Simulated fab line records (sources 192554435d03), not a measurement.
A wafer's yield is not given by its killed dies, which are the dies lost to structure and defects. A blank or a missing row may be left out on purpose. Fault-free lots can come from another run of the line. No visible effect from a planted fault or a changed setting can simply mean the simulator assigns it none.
Lot-split experiment ; flow n5Finfet ; route with 1938 steps; 7 lots, 39 wafers read

== ABOUT THE SPLIT ==
At N5_MOL_CONTACT_COAG_EXPOSE_81 (exposes mask VG, defocus 0 nm), the setting doseMj was moved away from the recipe's 59.5 on 15 of the 39 wafers read, by -3.0% to +5.4%. All remaining wafers had this setting at the recipe value.

== FROM THE SPLIT TO THE READING: what the file shows between them, 4 steps ==
- N5_MOL_CONTACT_COAG_PEB_82: peb time 60 s
- N5_MOL_CONTACT_COAG_DEVELOP_83: develop time 30 s
- N5_MOL_CONTACT_COAG_PRECLEAN_144: cleans in alkaline clean, time 60 s
- N5_MOL_CONTACT_COAG_SRD_145: time 30 s

== THE READING ==
cdNm, in nm, at N5_MOL_CONTACT_COAG_CD_MEAS_137 (target cd 16 nm). Fault-free wafers of this fab line usually give 15.94 nm, standard deviation 0.25 nm.

wafer;tool, chamber at the split;doseMj as run;against the recipe;cdNm, nm;against lot-mates on the recipe
L078.1;euvScanner-01, 0;57.69;-3.0%;15.21;-0.86
L078.2;euvScanner-01, 0;57.69;-3.0%;15.09;-0.98
L078.3;euvScanner-01, 0;59.5;recipe;16.00;-
L078.4;euvScanner-01, 0;59.5;recipe;16.42;-
L078.5;euvScanner-01, 0;59.5;recipe;15.78;-
L078.6;euvScanner-01, 0;57.69;-3.0%;15.31;-0.76
L082.1;euvScanner-01, 0;59.5;recipe;15.95;-
L082.2;euvScanner-01, 0;62.72;+5.4%;17.15;+1.17
L082.3;euvScanner-01, 0;62.72;+5.4%;17.29;+1.31
L082.4;euvScanner-01, 0;59.5;recipe;15.91;-
L082.5;euvScanner-01, 0;59.5;recipe;16.09;-
L082.6;euvScanner-01, 0;62.72;+5.4%;16.91;+0.93
L087.2;euvScanner-02, 0;59.5;recipe;16.02;-
L087.3;euvScanner-02, 0;59.5;recipe;16.41;-
L087.6;euvScanner-02, 0;59.5;recipe;16.17;-
L090.1;euvScanner-02, 0;59.5;recipe;16.47;-
L090.2;euvScanner-02, 0;59.5;recipe;15.92;-
L090.3;euvScanner-02, 0;59.5;recipe;15.89;-
L090.4;euvScanner-02, 0;59.5;recipe;15.92;-
L090.5;euvScanner-02, 0;59.5;recipe;16.17;-
L090.6;euvScanner-02, 0;59.5;recipe;16.22;-
L092.1;euvScanner-02, 0;61.78;+3.8%;16.58;+0.46
L092.2;euvScanner-02, 0;59.5;recipe;15.97;-
L092.3;euvScanner-02, 0;61.78;+3.8%;16.63;+0.51
L092.4;euvScanner-02, 0;59.5;recipe;16.03;-
L092.5;euvScanner-02, 0;59.5;recipe;16.36;-
L092.6;euvScanner-02, 0;61.78;+3.8%;17.02;+0.90
L094.1;euvScanner-01, 0;59.5;recipe;16.05;-
L094.2;euvScanner-01, 0;59.5;recipe;15.96;-
L094.3;euvScanner-01, 0;61.45;+3.3%;16.81;+0.98
L094.4;euvScanner-01, 0;61.45;+3.3%;16.66;+0.83
L094.5;euvScanner-01, 0;61.45;+3.3%;16.56;+0.73
L094.6;euvScanner-01, 0;59.5;recipe;15.48;-
L097.1;euvScanner-01, 0;59.5;recipe;16.01;-
L097.2;euvScanner-01, 0;61.54;+3.4%;16.56;+0.43
L097.3;euvScanner-01, 0;59.5;recipe;16.28;-
L097.4;euvScanner-01, 0;61.54;+3.4%;16.45;+0.32
L097.5;euvScanner-01, 0;61.54;+3.4%;16.71;+0.58
L097.6;euvScanner-01, 0;59.5;recipe;16.11;-

FIT RESULTS
A straight line over all 39 wafers: cdNm changes by +0.201 nm for each +1% of doseMj; r = +0.91; the points scatter about the line by 0.21 nm.
The same after taking each lot's own level away (the mean of its wafers on the recipe; 39 wafers): +0.211 nm for each +1%; r = +0.91; scatter 0.21 nm.
The reading moves by 1.1 nm for the largest change in doseMj, on that fit.
Across the lots, their own levels run from 15.830 to 16.200 nm, a range of 1.5 times the standard deviation given above.
The two slopes agree, so the slope changes little with the lot-to-lot level.
Check: with one of the wafers moved furthest among these (+5.4%) left out of the fit, the line predicts +1.09 nm for it against its lot-mates. Against them it came out at +1.17 nm.

== FURTHER SPLITS ON THESE WAFERS ==
Other splits were also applied to these wafers ahead of the reading. Each is held against what the fit with the lots' levels taken away leaves over:
other split on the same wafers;wafers away from the commonest value;r with cdNm (lot level and that fit taken away)
N5_FIN_SAQP_SPACER1_ALD_24 aldCycles;15;+0.03
N5_DUMMY_GATE_ETCH_37 sourceW;9;+0.11
N5_DUMMY_GATE_ETCH_32 timeS;15;+0.05
N5_SD_EPI_N_SD_RECESS_17 timeS;15;+0.06
N5_HKMG_FIN_ETCH_35 targetDepthA;18;+0.32
N5_GATE_CUT_CUT_ETCH_54 icpW;15;+0.24

== FILE'S OWN FIT ==
cdNm changes by +0.204 nm for each +1% of doseMj, r = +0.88.
